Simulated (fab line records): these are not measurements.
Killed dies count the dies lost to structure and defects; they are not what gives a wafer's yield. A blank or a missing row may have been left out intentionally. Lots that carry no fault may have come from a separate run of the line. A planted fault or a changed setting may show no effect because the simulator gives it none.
2 desks looking at one fault | flow n5 finfet | what lay behind the numbers comes last; until then each desk has only its own

== METROLOGY DESK ==
Means of the sampled wafers that have a number, per lot and without regard to the tool the lot ran on: this is what the gauges read. If a lot's mean is further than 4 standard deviations from the usual mean, the lot is out of limits and carries the mark OUT (the distance appears in the brackets).
Columns: A = M13_OVL at N5_BEOL_M13_OVL_MEAS_29, usual 3 nm; B = M14_ILD_THK at N5_BEOL_M14_THK_MEAS_01, usual 1121 nm
lot  | first seen here | A  | B
L374 | day 10 22:35    | 1  | 1122
L376 | day 11 15:59    | 2  | 1124
L379 | day 12 15:58    | -4 | 1114
L378 | day 12 16:08    | -0 | 1107
L382 | day 12 19:39    | 2  | 1129
L381 | day 13 06:14    | 2  | 1137
L385 | day 14 06:11    | 16 | 1124
L387 | day 14 23:09    | 6  | 1120
L391 | day 15 16:25    | 5  | 1123
L394 | day 16 14:43    | 2  | 1104
L395 | day 16 17:32    | 6  | 1134
This desk's verdict: no lot among the 11 shows anything out of limits.

== TOOL OWNER'S DESK, pvd sputter-03 ==
The tool's own readings at N5_BEOL_M13_SPUTTER_43 (material TaN, target thk 15 nm, time 24.19 s): means of the sampled wafers that have a number, for each lot that ran on this tool. If a lot's mean is further than 4 standard deviations from the usual mean, the lot is out of limits and carries the mark OUT (the distance appears in the brackets).
Columns: A = throttle valve pct at N5_BEOL_M13_SPUTTER_43, usual 30.0 %
lot  | first seen here | A
L381 | day 13 09:53    | 29.4
L385 | day 14 07:49    | 29.6
L395 | day 16 19:26    | 29.8
L394 | day 16 21:40    | 28.8
This desk's verdict: no lot among the 4 shows anything out of limits.

== BROUGHT TOGETHER ==
At the metrology desk, nothing out of limits was observed.
Nothing out of limits was seen by the tool owner's desk.

== WHAT THE SIMULATOR HAD INSERTED ==
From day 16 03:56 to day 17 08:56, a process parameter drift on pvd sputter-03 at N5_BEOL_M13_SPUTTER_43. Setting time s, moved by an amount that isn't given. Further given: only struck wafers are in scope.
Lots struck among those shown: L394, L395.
